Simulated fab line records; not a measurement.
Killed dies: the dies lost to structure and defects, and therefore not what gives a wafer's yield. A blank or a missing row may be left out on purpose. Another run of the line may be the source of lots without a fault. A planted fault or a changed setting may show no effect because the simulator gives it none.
Chamber matching    flow n5Finfet    4 sister chambers for N5_BEOL_M4_STRIP_36 on rieDiel-06
The step strips in N2/H2. 4 wafers are shown with their chamber, then 7 later ones without.

EACH WAFER AND ITS CHAMBER
wafer   chamber  showerheadPlenumPTorr (Torr)
L084.1  1        2.56
L084.4  0        2.51
L086.1  3        2.52
L086.4  2        2.63

WAFERS WITHOUT THEIR CHAMBER
wafer   showerheadPlenumPTorr (Torr)
L086.6  2.52
L088.2  2.56
L088.4  2.63
L088.5  2.56
L091.1  2.52
L091.4  2.50
L091.6  2.55

EACH ONE'S CHAMBER
wafer   from the rows above      in truth
L086.6  can't be placed: 3 or 0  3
L088.2  1                        1
L088.4  2                        2
L088.5  1                        1
L091.1  can't be placed: 3 or 0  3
L091.4  can't be placed: 0 or 3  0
L091.6  1                        1
Placed correctly: 4 of 7. These rows do not allow placing 3 (true chamber among the candidates in 3). Wrongly placed: 0.
How it was worked out, from the rows above alone: a wafer's distance from a chamber is the root of the sum, over the readings, of the square of ((its reading less the chamber's mean) divided by the reading's scatter). If the next closest chamber is less than 2 further off than the closest, the wafer can't be placed; otherwise it belongs to the closest. A chamber's mean is the mean of its shown wafers. The scatter: root of mean squared gap, hidden wafer to nearest shown wafer, with one shown wafer a chamber.
